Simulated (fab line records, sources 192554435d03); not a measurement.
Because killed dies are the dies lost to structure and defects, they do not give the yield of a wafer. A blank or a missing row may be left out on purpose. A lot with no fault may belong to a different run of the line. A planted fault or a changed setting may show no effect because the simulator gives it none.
fab line records	flow n5_finfet
[record] lots = 4	wafers = 12	last_day = 15
route steps=1938 shown BEOL_M0_SAQP@635 BEOL_M4@1111 PASSIVATION@1936
lots with no fault: from the same line, run without faults
start_h: the number of hours between the record's first day and the start of the first shown wafer of the lot	wait_h: hours elapsed since this lot's preceding step	" as in the row above	L1.1+2: one row covering several wafers at once	- no value present, or no start provided	* or withheld: withheld	< > ~ a bound
route shown NAME@n: a module of which the file shows steps, and the number in the route of the first	usual: mean/standard deviation taken from wafers without a fault	same: alike in all rows	chamber/n: place in a boat	sites: each site's reading	_std_site: standard deviation of those values	_edge_site: mean of outer sites minus mean of inner sites	radius_mm: for every site, how far away it sits from the centre of the wafer	mask NAME#n: copy n	behind: the last tool/chamber to shape the wafer	hold: cause of the lot's hold/its duration in hours/its outcome	device: transistor that didn't switch, given as n, p or np	end of line: the route-end tests of the same wafers	a step given without rows: its recipe and nothing more	killed: the dies lost at the first sort to structure and to defects; this is not the yield of the wafer	map: per-die view of a wafer (x killed, . not killed, _ where there is no die)
set.NAME: the setting the step ran with; set.NAME@STEP: the setting that earlier step ran with	model.NAME: the simulator's own value behind a step, which no gauge read
certain route steps with their lots: each step a table, each wafer a row
services: a tool's chamber out of use, with start hour (start_h, from the record's first day; less than 0 if before it), hours out, and reason
[[steps]]
[step N5_BEOL_M0_SAQP_PECVD_03]
[recipe] material = SiCN	target_thk_a = 120	temp_c = withheld	precursor = 3MS/NH3	pressure_torr = 3	rf_w = 202	time_s = 21.1
[step N5_BEOL_M0_SAQP_PECVD_96]
[recipe] material = a-Si	target_thk_a = 450	temp_c = 350	precursor = SiH4/He	pressure_torr = 3	rf_w = 100	time_s = 45.2
[step N5_BEOL_M0_SAQP_PECVD_97]
[recipe] material = SiNx	target_thk_a = 230	temp_c = 350	precursor = SiH4/NH3/N2	pressure_torr = 1.5	rf_w = 300	time_s = 19.9
[step N5_BEOL_M0_SAQP_PECVD_04]
[recipe] material = a-Si	target_thk_a = 600	temp_c = 350	precursor = SiH4/He	pressure_torr = 3	rf_w = 100	time_s = 60.2
[step N5_BEOL_M0_SAQP_HM_DEP_111]
[recipe] material = SiO2	target_thk_a = 120	temp_c = 400	precursor = SiH4/N2O	pressure_torr = 0.75	rf_w = 275	time_s = 7.2
[step N5_BEOL_M0_SAQP_COAT_81]
[recipe] resist = SOC	temp_c = 250	time_s = 60	spin_rpm = 1500	resist_thk_nm = 100
[step N5_BEOL_M0_SAQP_COAT_82]
[recipe] resist = SiARC	temp_c = 220	time_s = 60	spin_rpm = 1500	resist_thk_nm = 30
[step N5_BEOL_M0_SAQP_COAT_08]
[recipe] resist = CAR-ArF	spin_rpm = 1500	resist_thk_nm = 90
[step N5_BEOL_M0_SAQP_EBR_10]
[recipe] solvent = PGMEA	ebr_width_mm = 1.5
[step N5_BEOL_M0_SAQP_SOFTBAKE_09]
[recipe] temp_c = 110	time_s = 60	resist = CAR-ArF
[step N5_BEOL_M0_SAQP_EXPOSE_11]
[recipe] mask_id = M0_CORE	na = 1.35	source_shape = dipole	sigma_inner = 0.538	sigma_outer = 0.738	polarization = te	target_cd_nm = 42	dose_mj = 55
[step N5_BEOL_M0_SAQP_PEB_12]
[recipe] peb_temp_c = withheld	peb_time_s = 60	resist = CAR-ArF
lot.wafer	tool	chamber	start_h	wait_h
L199.3+4+5	litho_track-04	0	125.13	0.0
L208.1+2+6	litho_track-04	0	178.06	0.1
L209.4+5+6	litho_track-04	0	190.12	0.0
L214.1+4+5	litho_track-01	0	218.75	0.1
[step N5_BEOL_M0_SAQP_DEVELOP_13]
[recipe] develop_time_s = 30	developer = TMAH	resist = CAR-ArF	dev_temp_c = 23	rinse_liquid = diw	dry = air_spin
[step N5_BEOL_M0_SAQP_CD_MEAS_14]
[recipe] target_cd_nm = 42.5	landing_energy_ev = 500	detector = se_inlens
[usual] cd_nm = 42.4/0.37
lot.wafer	tool	chamber	start_h	wait_h	cd_nm
L199.3	cd_sem-01	0	125.20	-	42.5
L199.4	"	0	"	"	41.8
L199.5	"	0	"	"	42.7
L208.1	cd_sem-02	0	178.13	-	51.9
L208.2	"	0	"	"	51.8
L208.6	"	0	"	"	52.4
L209.4	cd_sem-02	0	190.19	-	43.0
L209.5	"	0	"	"	42.7
L209.6	"	0	"	"	52.5
L214.1	cd_sem-02	0	218.82	-	42.0
L214.4	"	0	"	"	41.9
L214.5	"	0	"	"	42.0
[step N5_BEOL_M0_SAQP_DESCUM_19]
[recipe] chemistry = O2	time_s = 7.9	source_power_w = 50	bias_power_w = 20	pressure_mtorr = 20	rf_frequency_hz = 2.712e+07	temp_c = 40	resist = CAR-ArF	o2_flow_sccm = 225
[step N5_BEOL_M0_SAQP_ETCH_83]
[recipe] chemistry = CF4	target = SiARC	target_depth_a = 390	mask_material = CAR-ArF	time_s = 65	ion_energy_ev = 80	pressure_mtorr = 40	source_w = 545	bias_w = 36	Ar_flow_sccm = 100	cf4_flow_sccm = 100	ends = cleared
[step N5_BEOL_M0_SAQP_ETCH_84]
[recipe] chemistry = N2/H2	target = SOC	target_depth_a = 1000	overetch_a = 200	mask_material = SiARC	temp_c = 40	time_s = 150	ion_energy_ev = 200	pressure_mtorr = 30	source_w = 840	bias_w = 150	n2_flow_sccm = 200	h2_flow_sccm = 200
[step N5_BEOL_M0_SAQP_STRIP_80]
[recipe] chemistry = N2/H2	temp_c = 40	n2_flow_sccm = 200	h2_flow_sccm = 200	rf_frequency_hz = 6e+07
[step N5_BEOL_M0_SAQP_HM_OPEN_112]
[recipe] chemistry = CHF3/O2	target = SiO2	stop_on = a-Si	target_depth_a = 120	over_etch_frac = 1.25	mask_material = SOC	time_s = 13.5	pressure_mtorr = 30	source_w = 650	bias_w = 170	Ar_flow_sccm = 200	CHF3_flow_sccm = 50	O2_flow_sccm = 5	ion_energy_ev = 200	ends = end_point
[step N5_BEOL_M0_SAQP_STRIP_113]
[recipe] chemistry = CHF3/O2	resist = SiARC	rf_frequency_hz = 6e+07
[step N5_BEOL_M0_SAQP_MANDREL_ETCH_20]
[recipe] target_depth_a = 600	chemistry = HBr/Cl2	target = a-Si	stop_on = SiNx	bt_time_s = 10	mask_material = SOC	over_etch_frac = 0.5	time_s = 30	pressure_mtorr = 10	icp_w = 800	bias_w = 75	HBr_flow_sccm = 150	Cl2_flow_sccm = 80	ends = end_point
[step N5_BEOL_M0_SAQP_STRIP_86]
[recipe] chemistry = N2/H2	power_w = 500	temp_c = 40	pressure_mtorr = 50	rf_frequency_hz = 6e+07	overash_fraction = 0.3	bias_power_w = 28	h2_frac = 0.5	n2_flow_sccm = 300	h2_flow_sccm = 300
[step N5_BEOL_M0_SAQP_STRIP_115]
[recipe] chemistry = post_etch_residue_remover	time_s = 60	temp_c = 25	remover_ph = withheld	remover_water_wt_pct = withheld	remover_fluoride_wt_pct = withheld
[step N5_BEOL_M0_SAQP_SRD_93]
[recipe] dry = ipa_marangoni	time_s = 30	temp_c = 23	rinse_liquid = diw
[step N5_BEOL_M0_SAQP_RECESS_114]
[recipe] chemistry = HF/NH3	target = SiO2	target_depth_a = 144	afs_cycles = 3	temp_c = 30	sublimation_temp_c = 180	sublimation_time_s = 60
[step N5_BEOL_M0_SAQP_SPACER1_ALD_98]
[recipe] material = SiO2	target_thk_a = 128	temp_c = 300	ald_precursor_family = BDEAS	ald_co_reactant = O2-plasma	pulse_time_s = 1	purge_time_s = 2	co_reactant_purge_time_s = 2	ald_cycles = 138	pressure_torr = 2
[step N5_BEOL_M0_SAQP_SPACER1_ETCHBACK_99]
[recipe] chemistry = CHF3/O2	mode = anisotropic_etchback	target = SiO2	target_depth_a = 154	time_s = 7.7	pressure_mtorr = 30	source_w = 650	bias_w = 170	Ar_flow_sccm = 200	CHF3_flow_sccm = 50	O2_flow_sccm = 5	ion_energy_ev = 200
[step N5_BEOL_M0_SAQP_MANDREL1_REMOVE_100]
[recipe] chemistry = HBr/Cl2/O2	bt_time_s = 10	target = a-Si	stop_on = SiNx	endpoint = OES-SiCl	over_etch_frac = 0.85	icp_w = 600	bias_w = 30	HBr_flow_sccm = 150	Cl2_flow_sccm = 80	O2_flow_sccm = 5	pressure_mtorr = 10
[step N5_BEOL_M0_SAQP_ETCH_101]
[recipe] chemistry = CH3F/O2	target = SiNx	mask_material = SiO2	target_depth_a = 299	time_s = 42.7	pressure_mtorr = 30	source_w = 395	bias_w = 73	Ar_flow_sccm = 150	CH3F_flow_sccm = 30	O2_flow_sccm = 20	ion_energy_ev = 120
[step N5_BEOL_M0_SAQP_ETCH_102]
[recipe] chemistry = CF4	target = SiO2	target_depth_a = 40	ion_energy_ev = 350	time_s = 4.4	pressure_mtorr = 10	icp_w = 800	bias_w = 400	cf4_flow_sccm = 80
[step N5_BEOL_M0_SAQP_MANDREL_ETCH_103]
[recipe] chemistry = HBr/Cl2	target = a-Si	target_depth_a = 450	bt_time_s = 10	stop_on = SiCN	mask_material = SiO2	over_etch_frac = 0.8	time_s = 27	pressure_mtorr = 10	icp_w = 800	bias_w = 75	HBr_flow_sccm = 150	Cl2_flow_sccm = 80	ends = end_point
[step N5_BEOL_M0_SAQP_RECESS_104]
[recipe] chemistry = HF/NH3	target = SiO2	target_depth_a = 180	afs_cycles = 3	temp_c = 30	sublimation_temp_c = 180	sublimation_time_s = 60
[step N5_BEOL_M0_SAQP_COAT_105]
[recipe] resist = SOC	temp_c = 250	time_s = 60	spin_rpm = 1500	resist_thk_nm = 100
[step N5_BEOL_M0_SAQP_ETCH_106]
[recipe] chemistry = N2/H2	target = SOC	target_depth_a = 1500	stop_on = SiNx	ion_energy_ev = 100	bias_w = 61	pressure_mtorr = 30	source_w = 850	n2_flow_sccm = 200	h2_flow_sccm = 200
[step N5_BEOL_M0_SAQP_ETCH_107]
[recipe] chemistry = CH3F/O2	target = SiNx	target_depth_a = 300	mask_material = SOC	pressure_mtorr = 30	source_w = 395	bias_w = 73	Ar_flow_sccm = 150	CH3F_flow_sccm = 30	O2_flow_sccm = 20	ion_energy_ev = 120
[step N5_BEOL_M0_SAQP_STRIP_108]
[recipe] chemistry = N2/H2	power_w = 500	temp_c = 40	pressure_mtorr = 50	rf_frequency_hz = 6e+07	overash_fraction = 0.3	bias_power_w = 28	h2_frac = 0.5	n2_flow_sccm = 300	h2_flow_sccm = 300
[step N5_BEOL_M0_SAQP_RECESS_109]
[recipe] chemistry = HF/NH3	target = SiO2	target_depth_a = 30	afs_cycles = 1	temp_c = 30	sublimation_temp_c = 180	sublimation_time_s = 60
[step N5_BEOL_M0_SAQP_SPACER2_ALD_26]
[recipe] material = SiO2	target_thk_a = 150	temp_c = 300	ald_precursor_family = BDEAS	ald_co_reactant = O2-plasma	pulse_time_s = 1	purge_time_s = 2	co_reactant_purge_time_s = 2	pressure_torr = 2
[step N5_BEOL_M4_RC_MEAS_101]
[usual] DIBL_N = 36.5/1.9	DIBL_P = 36.4/2.4	IOFF_N = 0.16/0.037	IOFF_P = 0.22/0.045	ION_N = 674/13	ION_P = 463/8.2	SS_N = 71.7/0.67	SS_P = 73.3/0.74	VT_N = 250/3.8	VT_P = -249/3.7
lot.wafer	tool	chamber	start_h	wait_h	DIBL_N[mV/V]	DIBL_P[mV/V]	IOFF_N[nA/um]	IOFF_P[nA/um]	ION_N[uA/um]	ION_P[uA/um]	SS_N[mV/dec]	SS_P[mV/dec]	VT_N[mV]	VT_P[mV]
L199.3	prober-02	0	175.90	0.3	37.2	37.0	0.20	0.27	703	484	72.1	74.4	245	-244
L199.4	"	0	"	"	36.3	36.7	0.17	0.26	669	462	71.7	74.2	250	-245
L199.5	"	0	"	"	33.4	31.8	0.12	0.18	675	465	71.3	72.9	256	-252
L209.4	prober-02	0	241.41	0.5	38.8	38.4	0.22	0.30	679	469	71.6	73.8	244	-240
L209.5	"	0	"	"	38.3	39.3	0.21	0.30	685	469	71.6	74.0	244	-243
L214.1	prober-01	0	272.86	0.0	36.0	36.2	0.14	0.23	663	464	70.9	72.1	252	-248
L214.4	"	0	"	"	36.6	37.6	0.16	0.25	670	465	72.1	73.3	249	-246
L214.5	"	0	"	"	36.2	36.7	0.15	0.24	681	473	71.7	72.8	250	-246
[step N5_PASSIVATION_PROBE_49]
[usual] defect_limited_yield = 91.6/1.4	killed_at_M0_to_M3 = 34/8.9	killed_at_M4_up = 13/5	killed_at_contacts = 12/7	killed_at_front_end = 38/11	killed_at_other = 3.2/2.9	killed_dies = 99/16	killed_on_rim = 13/4	killed_open = 65/13	killed_short = 32/7.6	sort_bin_5_function = 5.0/0.9	sort_bin_6_memory = 3.1/0.65	sort_n_pass = 1081/16	sort_yield_pct = 91.6/1.4
[same] gross_dies = 1180	killed_at_back_side = 0	sort_bin_4_leakage[%] = 0	sort_bin_8_speed[%] = 0
lot.wafer	tool	chamber	start_h	wait_h	defect_limited_yield[%]	killed_at_M0_to_M3	killed_at_M4_up	killed_at_contacts	killed_at_front_end	killed_at_other	killed_dies	killed_on_rim	killed_open	killed_short	sort_bin_5_function[%]	sort_bin_6_memory[%]	sort_n_pass	sort_yield_pct[%]
L199.3	prober-02	-	274.00	0.1	89.9	39	15	24	36	5	119	11	84	34	5.8	4.2	1061	89.9
L199.4	prober-02	-	274.05	0.2	90.7	27	12	25	41	5	110	14	76	34	6.2	2.9	1070	90.7
L199.5	prober-02	-	274.10	0.2	90.5	46	17	13	28	8	112	18	80	32	5.3	3.9	1068	90.5
L208.1	prober-01	-	336.20	0.0	2.5	1099	3	3	40	5	1150	152	43	32	3.8	2.4	30	2.5
L208.2	prober-01	-	336.25	0.1	2.5	1086	12	8	36	9	1151	152	67	33	5.8	2.9	29	2.5
L208.6	prober-01	-	336.45	0.3	2.8	1098	14	9	25	1	1147	152	56	32	4.4	2.5	33	2.8
L209.4	prober-02	-	350.44	0.2	91.4	40	12	10	39	1	102	11	68	30	4.7	4.0	1078	91.4
L209.5	prober-02	-	350.49	0.2	90.8	34	14	16	38	7	109	12	72	35	5.3	3.6	1071	90.8
L209.6	prober-02	-	350.54	0.3	1.9	1078	18	3	53	6	1158	152	66	41	5.7	3.6	22	1.9
L214.1	prober-02	-	363.71	0.0	91.4	30	21	11	34	5	101	17	55	44	5.3	2.8	1079	91.4
L214.4	prober-02	-	363.86	0.2	92.9	32	11	16	21	4	84	10	63	18	4.7	2.3	1096	92.9
L214.5	prober-02	-	363.91	0.2	92.1	33	15	6	37	2	93	13	56	35	4.7	2.8	1087	92.1
// killed by level:class
L199.3 MOL_CONTACT_COAG:geometric_particle:open=16 STI_FIN_REVEAL:geometric_particle:open=10 MOL_CONTACT_COAG:geometric_particle:short=8 BEOL_M0_SAQP:geometric_particle:short=8 FIN_SAQP:geometric_particle:open=7 BEOL_M3:geometric_particle:open=7 BEOL_M0_SAQP:geometric_particle:open=6 BEOL_M2:geometric_particle:open=6
L199.4 MOL_CONTACT_COAG:geometric_particle:open=22 STI_FIN_REVEAL:geometric_particle:open=11 BEOL_M0_SAQP:geometric_particle:short=9 BEOL_M2:geometric_particle:open=7 BEOL_M0_SAQP:geometric_particle:open=6 BEOL_M4:geometric_particle:open=6 STARTING-WAFER:geometric_particle:short=6 FIN_SAQP:geometric_particle:open=4
L199.5 BEOL_M0_SAQP:geometric_particle:short=16 STI_FIN_REVEAL:geometric_particle:open=13 BEOL_M0_SAQP:geometric_particle:open=12 MOL_CONTACT_COAG:geometric_particle:open=10 BEOL_M5:geometric_particle:open=9 BEOL_M3:geometric_particle:open=7 DUMMY_GATE:geometric_particle:open=5 BEOL_M2:geometric_particle:open=5
L208.1 BEOL_M0_SAQP:area_peb=1074 FIN_SAQP:geometric_particle:short=12 FIN_SAQP:geometric_particle:open=9 STI_FIN_REVEAL:geometric_particle:open=5 BEOL_M0:geometric_particle:open=4 BEOL_M2:geometric_particle:open=4 DUMMY_GATE:geometric_particle:open=3 BEOL_M0_SAQP:geometric_particle:short=3
L208.2 BEOL_M0_SAQP:area_peb=1049 BEOL_M2:geometric_particle:open=11 MOL_CONTACT_COAG:geometric_particle:open=8 BEOL_M0_SAQP:geometric_particle:short=8 BEOL_M4:geometric_particle:open=8 FIN_SAQP:geometric_particle:open=6 FIN_SAQP:geometric_particle:short=6 BEOL_M1:geometric_particle:open=6
L208.6 BEOL_M0_SAQP:area_peb=1059 MOL_CONTACT_COAG:geometric_particle:open=8 BEOL_M0_SAQP:geometric_particle:open=8 BEOL_M0_SAQP:geometric_particle:short=8 BEOL_M2:geometric_particle:open=8 BEOL_M4:geometric_particle:open=7 FIN_SAQP:geometric_particle:short=5 BEOL_M1:geometric_particle:open=5
L209.4 BEOL_M0_SAQP:geometric_particle:open=13 STI_FIN_REVEAL:geometric_particle:open=10 MOL_CONTACT_COAG:geometric_particle:open=9 BEOL_M0_SAQP:geometric_particle:short=8 FIN_SAQP:geometric_particle:open=6 FIN_SAQP:geometric_particle:short=6 BEOL_M1:geometric_particle:open=5 BEOL_M3:geometric_particle:open=5
L209.5 STI_FIN_REVEAL:geometric_particle:open=12 MOL_CONTACT_COAG:geometric_particle:open=12 BEOL_M0:geometric_particle:open=9 BEOL_M0_SAQP:geometric_particle:open=8 BEOL_M3:geometric_particle:open=7 BEOL_M0_SAQP:geometric_particle:short=5 STARTING-WAFER:geometric_particle:short=5 GATE_CUT:geometric_particle:short=4
L209.6 BEOL_M0_SAQP:area_peb=1049 BEOL_M0_SAQP:geometric_particle:open=13 STI_FIN_REVEAL:geometric_particle:open=12 BEOL_M4:geometric_particle:open=9 FIN_SAQP:geometric_particle:short=8 BEOL_M0_SAQP:geometric_particle:short=8 BEOL_M2:geometric_particle:open=6 STARTING-WAFER:geometric_particle:open=6
L214.1 BEOL_M3:geometric_particle:open=10 MOL_CONTACT_COAG:geometric_particle:open=9 FIN_SAQP:geometric_particle:short=7 BEOL_M4:geometric_particle:open=7 BEOL_M4:geometric_particle:short=7 FIN_SAQP:geometric_particle:open=5 GATE_CUT:geometric_particle:short=5 BEOL_M1:geometric_particle:short=5
L214.4 MOL_CONTACT_COAG:geometric_particle:open=14 BEOL_M2:geometric_particle:open=9 FIN_SAQP:geometric_particle:open=7 BEOL_M0_SAQP:geometric_particle:open=7 BEOL_M1:geometric_particle:open=7 BEOL_M3:geometric_particle:open=4 DUMMY_GATE:geometric_particle:open=3 BEOL_M12:coat_microbubble_printed=3
L214.5 BEOL_M1:geometric_particle:open=13 BEOL_M3:geometric_particle:open=10 FIN_SAQP:geometric_particle:short=7 GATE_CUT:geometric_particle:short=7 FIN_SAQP:geometric_particle:open=5 MOL_CONTACT_COAG:geometric_particle:open=4 STARTING-WAFER:geometric_particle:short=4 STARTING-WAFER:geometric_particle:open=4
// map L208.2 (x killed, . not)
_________________xxxxxxxxxxxx________________
______________xxxxxxxxxxxxxxxxxx_____________
___________xxxxxxxxxxxxxxxxxxxxxxxx__________
__________xxxxxxxxxxxxxxxxxxxxxxxxxx_________
________xxxxxxxxxxxxxxxxxxxxxxxxxxxxxx_______
_______xxxxxxxxxxxxxxxxxxxxxxxxxxxxxxxx______
______xxxxxxxxxxxxxxxxxxxxxxxxxxxxxxxxxx_____
_____xxxxxxxxxxxxx.xxxxxxxxxxxxxxxxxxxxxx____
____xxxxxxxxxxxxxxxxxxxxxxxxxxxxxxxxxxxxxx___
___xxxxxxxxxxxxxxxxxxxxxxxxxxxxxxxxxx.xxxxx__
___xxxxxxxxxxxxxxxxxxxxxxxxxxxxxxxxxxxxxxxx__
__xxxxxxxxxxxxxxxxxxxxxxxxxxxxxxxxxxxxxxxxxx_
__xxxxxxxxxxxxxxxxxxxxxxxxxxxxxxxxxxxxxxxxxx_
_xxxxxxxxxxxxxxxxxxxxxxxxxxxxxx.xxxx.x.xxxxxx
_xxxxxxxxxxxxxxxxxx.xxxxxxxx.xxxxxxxxxxxxxxxx
_xxxxxxxxxxxxxxxxxxxxxxxxxx.x.xxxxxxxxxxxxxxx
_xxxxxxxxxxxxxxxxxxxx.xxx.x.xxxxxxxxxxxxxxxxx
_xxxxxxxxxxxxxxxxxxxxxxxxxxx.xxxxxxxxxxxxxxxx
_xxxxxxxxxxxxxxxxxxxxxxxxxx..xx.xxxxxxxxxxxxx
_xxxxxxxxxxxxxxxxxxxxxxxxxxxx.xxx.xxxxxxxxxxx
_xxxxxxxxxxx.xxxxxxxxxxxxxxx.xxxxxxxx.xxxxxxx
__xxxxxxxxxxxxxxxxxxxxxx.xxxxxxxxxxxxxxxxx.x_
__xxxxxxxxxxxxxxxxxxxxxx.xxxxxxxxxxxxxxxxxxx_
___xxxxxxxxxxxxxx.xxxxxxxxxxxxxxxxxxxxxxxxx__
___xxxxxxxxxxxxxxxxxxxxxxxx.xxxxxxxxxxxxxxx__
____xxxxxxxxxxxxxxxxxxxxxxxxxxxxxxxxxxxxxx___
_____xxxxxxxxxxxxxxxxxxxxxxxxxxxxxxxxxxxx____
______xxxxxxxxxxxxxxxxxxxxxxxx.xxx.xxxxx_____
_______xxxxxxxxxxxxxxxxxxxxxxxxxxxxxxxx______
________xxxxxxxxxxxxxxxxxxxxxxxxxxxxxx_______
__________xxxxxxxxxxxxxxxxxxxxxxxxxx_________
___________xxxxxxxxxxxxxxxx.xxxxxxx__________
______________xxxxxxxxxxxxxxxxxx_____________
_________________xxxxxxxxxxxx________________
// map L209.6 (x killed, . not)
_________________xxxxxxxxxxxx________________
______________xxxxxxxxxxxxxxxxxx_____________
___________xxxxxxxxxxxxxxxxxxxxxxxx__________
__________xxxxxxxxxxxxxxxxxxxxxxxxxx_________
________xxxxxxxxxxxxxxxxxxxxxxxxxxxxxx_______
_______xxxxxxxxxxxxxxxxxxxxxxxxxxxxxxxx______
______xxxxxxxxxxxxxxxxxxxxxxxxxxxxxxxxxx_____
_____xxxxxxxxxxxxxxxxxxxxxxxxxxxxxxxxxxxx____
____xxxxxxxxxxxxxxxxxxxxxxxxxxxxxxxxxxxxxx___
___xxxxxxxxxxxxxxxxxxxxx.xxxxxxxxxxxxxxxxxx__
___xxxxxxxxxxxxxxxxxxxxxxxxxxxxxxxxxxxxxxxx__
__xxxxxxxxxxxxxxxxxx.xxxxxxxxxxxxxxxxxxxxxxx_
__xxxxxxxxxxxxxxxxxxxxxxxxxxxxxxxxxxx.xxxxxx_
_xxxxxxxxxxxxxxxxxxxxxxx..xxxxxxxxxxxxxxxxxxx
_xxxxxxxxxxxxxxxxxxxxxxxxxxxxx..xxxxxxxxxxxxx
_xxxxxxxxxxxxxxxxxxxxxxxx..x.xxxxxxx.xxxxxxxx
_xxxxxxxxxxxxxxxxxxxxxxxxxxxxxxxxxxxx.xxxxxxx
_xxxxxxxxxxxxxxxxx.xxxxxxxxxxxxxxxxxxxxxxxxxx
_xxxxxxxxxxxxxxxxxxxxxxx.xxxx.xxxxxxxxxxxxxxx
_xxxxxxxxxxxxxxxxxxxxxxxx.xxxxxxxxxxxxxxxxxxx
_xxxxxxxxxxxx.xxxxxxxxxxx.xxxxxxxxxxx.xxxxxxx
__xxxxxxxxxxxxxxxxxxx.xxxxxxxxxxxxxxxxxxxxxx_
__xxxxxxxxxxxxxxxxxxxxxxxxxxxxxxxxxxxxxxxxxx_
___xxxxxxxxxxxxxxxxxxxxxxxxxxxxxxxxxxxxxxxx__
___xxxxxxxxxxxxxxxxxxxxxxx.x.xxxxxxxxxxxxxx__
____xxxxxxxxxxxxxxxxxxxxxxxxxxxxxxxxxxxxxx___
_____xxxxxxxxxxxxxxxxxxxxxxxxxxxxxxxxxxxx____
______xxxxxxxxxxxxxxxxxxxxxxxxxxxxxxxxxx_____
_______xxxxxxxxxxxxxxxxxxxxxxxxxxxxxxxx______
________xxxxxxxxxxxxxxxxxxxxxxxxxxxxxx_______
__________xxxxxxxxxxxxxxxxxxxxxxxxxx_________
___________xxxxxxxxxxxxxxxxxxxxxxxx__________
______________xxxxxxxxxxxxxxxxxx_____________
_________________xxxxxxxxxxxx________________
[[services]]
tool	chamber	start_h	hours	kind
litho_track-04	-	108.55	-	consumable_replace:filter
litho_track-01	-	117.21	-	consumable_replace:filter
litho_track-01	-	119.02	-	consumable_replace:filter
[[key]]
[first_sign] step = N5_BEOL_M0_SAQP_CD_MEAS_14	reading = cd_nm	direction = up	sigmas = 26	usual = 42.4	struck = 52.1
[effect] step = N5_PASSIVATION_PROBE_49	reading = killed_at_M0_to_M3	direction = up	sigmas = 99+	usual = 34	struck = 1090
[more_kills_born_at] N5_BEOL_M0_SAQP_PEB_12@litho_track-04 = 4231
met_at N5_BEOL_M0_SAQP_PEB_12
struck_wafers L208.1,L208.2,L208.6,L209.6
later_rows_left_out L208.1,L208.2,L208.6,L209.6
onset_between 125.13 178.06
[fault] kind = process_parameter_drift	tool = litho_track-04	chamber = -	onset_h = 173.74	steps = N5_BEOL_M0_SAQP_PEB_12	channel = peb_time_s	offset = *	shape = step	end_h = 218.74	scope = struck_wafers_only	acts_in = *	stated = *
// later_rows_left_out: the simulator's readings of these wafers behind a module that went badly wrong aren't trusted and aren't shown, but for the sort
